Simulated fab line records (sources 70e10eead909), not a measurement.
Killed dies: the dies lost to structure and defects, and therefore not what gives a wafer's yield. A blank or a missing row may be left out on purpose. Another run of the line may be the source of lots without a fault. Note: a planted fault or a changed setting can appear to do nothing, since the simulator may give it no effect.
Chamber matching :: flow nand harc :: NHARC_A_CHANNEL_FILL_D1_ALD_25 on ald hk-02 has 4 sister chambers
The step deposits SiOx, target thk 60 nm, pulse time 10 s, ald cycles 600. 4 wafers are shown with their chamber, then 12 later ones without.

== WAFERS, EACH WITH ITS CHAMBER ==
wafer: L087.5
chamber: 2
heater power w (W): 528

wafer: L088.4
chamber: 1
heater power w (W): 457

wafer: L088.1
chamber: 3
heater power w (W): 454

wafer: L088.5
chamber: 0
heater power w (W): 497

== WAFERS WITH NO CHAMBER GIVEN ==
wafer: L091.3
heater power w (W): 445

wafer: L091.4
heater power w (W): 512

wafer: L091.6
heater power w (W): 449

wafer: L093.3
heater power w (W): 452

wafer: L093.5
heater power w (W): 474

wafer: L093.6
heater power w (W): 524

wafer: L095.1
heater power w (W): 454

wafer: L095.2
heater power w (W): 473

wafer: L095.5
heater power w (W): 537

wafer: L097.2
heater power w (W): 496

wafer: L097.3
heater power w (W): 446

wafer: L097.5
heater power w (W): 456

== WHICH CHAMBER EACH WENT THROUGH ==
wafer: L091.3
from the rows above: can't be placed: 3 or 1
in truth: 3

wafer: L091.4
from the rows above: can't be placed: 0 or 2
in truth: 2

wafer: L091.6
from the rows above: can't be placed: 3 or 1
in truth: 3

wafer: L093.3
from the rows above: can't be placed: 3 or 1
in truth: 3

wafer: L093.5
from the rows above: can't be placed: 1 or 3 or 0
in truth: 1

wafer: L093.6
from the rows above: 2
in truth: 2

wafer: L095.1
from the rows above: can't be placed: 3 or 1
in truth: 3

wafer: L095.2
from the rows above: can't be placed: 1 or 3 or 0
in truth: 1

wafer: L095.5
from the rows above: 2
in truth: 2

wafer: L097.2
from the rows above: 0
in truth: 0

wafer: L097.3
from the rows above: can't be placed: 3 or 1
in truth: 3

wafer: L097.5
from the rows above: can't be placed: 1 or 3
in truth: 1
Correct placement for 3 of the 12. Can't be placed from these rows: 9 (the true chamber is among the candidates in 9). 0 placed wrongly.
How it was worked out, from the rows above alone: a wafer's distance from a chamber is the root of the sum, over the readings, of the square of ((its reading less the chamber's mean) divided by the reading's scatter). If the next closest chamber is less than 2 further off than the closest, the wafer can't be placed; otherwise it belongs to the closest. The mean given for a chamber averages the wafers shown for that chamber. The scatter: root of mean squared gap, hidden wafer to nearest shown wafer, with one shown wafer a chamber.
